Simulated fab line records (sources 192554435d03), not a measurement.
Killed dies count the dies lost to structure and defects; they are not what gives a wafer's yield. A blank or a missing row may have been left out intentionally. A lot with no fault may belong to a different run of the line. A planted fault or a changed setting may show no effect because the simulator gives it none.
A lot that was struck, set against a sound lot / flow n5-finfet / 15 steps out of a route of 1938
Sound: wafers L912.2, L912.5, L912.6. Struck: wafer L915.5 (left out: L915.1, L915.4 of the same lot, which were not struck); the cause appears at the end.
Per side, at each step with rows, come the tool, then ch with its chambers, and then its first start. Under that, the readings that differ: sound wafers / struck wafers / difference of the means / sigmas: that difference in standard deviations of wafers without a fault.
alike: words and numbers the same on both sides, and readings whose means are apart by under 2 such deviations; not compared: readings that were withheld, readings missing a value for some wafer, numbers with overlapping values and no deviation given by the record, and bounds like >300 which may hide the same value.
A row with sigmas, a row that says differs or no value, or rows on one side alone: a step with any of these is where the two part. Non-overlapping numbers with no deviation appear without sigmas and do not part them. Lack of a reading on every wafer of one side parts them only where that side has two or more wafers.

first, 1 step without rows for these wafers: N5_BEOL_M4_ETCH_41 (etches SiCN in CH3F/O2, target depth 29.9 nm, time 52.5 s).
N5_BEOL_M4_STRIP_97: strips in N2/H2, time 10 s.
  sound: rie-diel-01 ch 0,1; struck: rie-diel-04 ch 3
  alike: drypump-motor-current-A, oes-product-au, rf-vpp-V, showerhead-plenum-p-Torr, throttle-valve-pct
  not compared: rf-hours-counter-h
N5_BEOL_M4_OCD_MEAS_38:
  struck on ocd-02, day 12 19:33; sound on ocd-01, day 11 12:53
  alike: trench-depth-nm
then, 4 steps without rows for these wafers: N5_BEOL_M4_HM_STRIP_39 (strips TiN in peroxide tin strip, target depth 25 nm, time 158 s); N5_BEOL_M4_SRD_40 (time 30 s); N5_BEOL_M4_PRECLEAN_42 (cleans in residue remover, time 60 s); N5_BEOL_M4_SRD_43 (time 30 s).
N5_BEOL_M4_CD_MEAS_35: target cd 18 nm, target cd y 22.4 nm.
  struck on cd-sem-01, day 12 19:43; sound on cd-sem-02, day 11 13:02
  alike: cd-nm
N5_BEOL_M4_DEGAS_44: time 60 s.
  struck on pvd-sputter-01, day 12 19:49; sound on pvd-sputter-03, day 11 13:40
  alike: heater-power-w
then, 1 step without rows for these wafers: N5_BEOL_M4_PRE_CLEAN_45 (time 30 s).
N5_BEOL_M4_ALD_84: deposits TaN, pulse time 2 s, purge time 3 s, co reactant purge time 2 s.
  sound on ald-metal-02 ch 1,2, day 11 13:46; struck on ald-metal-02 ch 1, day 12 20:02
  alike: heater-power-w
N5_BEOL_M4_SURFACE_TREAT_85:
  struck on pvd-sputter-01, day 12 20:16; sound on pvd-sputter-01, day 11 14:01
  not compared: throttle-valve-pct
N5_BEOL_M4_CVD_47: deposits Co from CCTBA/H2, target thk 3 nm, time 223.8 s.
  sound on cvd-co-02 ch 0,1,2, day 11 14:05; struck on cvd-co-02 ch 2, day 12 20:27
reading=run-length-s (s); sound=247.1 246.5 247.0; struck=415.8; difference=+168.9; sigmas=+99 or more
N5_BEOL_M4_SPUTTER_48: material Cu, target thk 4.5 nm, time 8.29 s.
  struck on pvd-sputter-01, day 12 20:38; sound on pvd-sputter-03, day 11 14:19
reading=throttle-valve-pct (%); sound=28.9 29.3 28.2; struck=31.2; difference=+2.4; sigmas=+2
N5_BEOL_M4_RC_MEAS_101:
  sound on prober-02 ch 0, day 11 17:29; struck on prober-02 ch 0, day 12 23:37
reading=SS_N (mV/dec); sound=71.4 71.4 71.0; struck=72.6; difference=+1.3; sigmas=+3
  alike: DIBL_N, DIBL_P, IOFF_N, IOFF_P, ION_N, ION_P, SS_P, VT_N, VT_P

WHERE THEY PART
First at N5_BEOL_M4_CVD_47; last, within this record, at N5_BEOL_M4_RC_MEAS_101.

WHY: what the simulator had put in
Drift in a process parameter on cvd-co-02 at N5_BEOL_M4_CVD_47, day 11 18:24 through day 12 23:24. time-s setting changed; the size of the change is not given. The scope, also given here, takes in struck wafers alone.
